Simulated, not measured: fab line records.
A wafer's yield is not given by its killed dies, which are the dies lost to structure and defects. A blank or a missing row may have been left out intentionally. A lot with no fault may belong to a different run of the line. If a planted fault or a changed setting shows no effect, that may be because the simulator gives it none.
One fault seen from 3 desks + flow n5_finfet + each desk holds nothing but its own numbers, with what lay behind them at the end

DESK OF THE TOOL OWNER: litho_track-04
The tool's own readings at N5_BEOL_M12_COAT_65 (time 60 s, resist thk 300 nm): means of the sampled wafers that have a number, for each lot that ran on this tool. The brackets show how far a lot's mean lies from the usual mean; more than 4 standard deviations puts the lot out of limits, marked OUT.
Columns: A = resist_line_temp_C at N5_BEOL_M12_COAT_65, usual 22.99 C; B = spin_speed_rpm at N5_BEOL_M12_COAT_65, usual 1500.1 rpm
| lot  | first seen here | A     | B                |
|------|-----------------|-------|------------------|
| L331 | day 11 01:24    | 23.01 | 1500.1           |
| L333 | day 11 18:39    | 23.10 | 1458.4 (-57) OUT |
| L334 | day 12 03:55    | 23.10 | 1458.0 (-58) OUT |
Finding of this desk: L333, L334 out of limits; the first was L333 at day 11 18:39, on spin_speed_rpm at N5_BEOL_M12_COAT_65. In limits: L331.

THE METROLOGY DESK
Means of the sampled wafers that have a number, per lot and without regard to the tool the lot ran on: this is what the gauges read. The brackets show how far a lot's mean lies from the usual mean; more than 4 standard deviations puts the lot out of limits, marked OUT.
Columns: A = cd_nm at N5_BEOL_M12_CD_MEAS_10, usual 139.9 nm; B = V11_OVL at N5_BEOL_M12_OVL_MEAS_11, usual -1 nm; C = cd_nm at N5_BEOL_M12_CD_MEAS_17, usual 140.0 nm
| lot  | first seen here | A     | B  | C     |
|------|-----------------|-------|----|-------|
| L331 | day 11 00:47    | 139.8 | -9 | 140.1 |
| L333 | day 11 17:54    | 138.7 | -1 | 138.8 |
| L334 | day 12 03:17    | 140.7 | 1  | 140.0 |
| L344 | day 14 20:36    | 138.2 | 2  | 138.0 |
| L350 | day 15 22:57    | 139.0 | -3 | 138.9 |
| L351 | day 16 12:01    | 141.5 | -2 | 140.5 |
This desk's finding: nothing out of limits on any of the 6 lots.

THE DEFECT DESK
For each lot, the counts of the inspections along the route, averaged over the sampled wafers that have a number. The brackets show how far a lot's mean lies from the usual mean; more than 4 standard deviations puts the lot out of limits, marked OUT.
Columns: A = raw_defect_count at N5_BEOL_M12_INSPECT_12, usual 1.8
| lot  | first seen here | A   |
|------|-----------------|-----|
| L331 | day 11 00:50    | 1.0 |
| L333 | day 11 17:57    | 1.7 |
| L334 | day 12 03:20    | 2.7 |
| L344 | day 14 20:40    | 1.3 |
| L350 | day 15 23:00    | 1.3 |
| L351 | day 16 12:04    | 1.3 |
This desk's finding: nothing out of limits on any of the 6 lots.

TAKEN TOGETHER
An alarm could have come from the tool owner's desk at day 11 18:39, on L333, L334.
From the metrology desk's view, nothing was out of limits.
Nothing out of limits was seen by the defect desk.
The metrology desk holds a record of L333, L334, inside its limits.
The defect desk has L333, L334 on record, within its limits.
On litho_track-04, each named lot ran N5_BEOL_M12_COAT_65.

WHAT WAS PUT IN BY THE SIMULATOR
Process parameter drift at N5_BEOL_M12_COAT_65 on litho_track-04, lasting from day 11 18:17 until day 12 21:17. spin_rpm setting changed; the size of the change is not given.
Shown lots that were struck: L333, L334.
Each desk's first reading out of limits, in hours after the fault started: the tool owner's desk, 0.
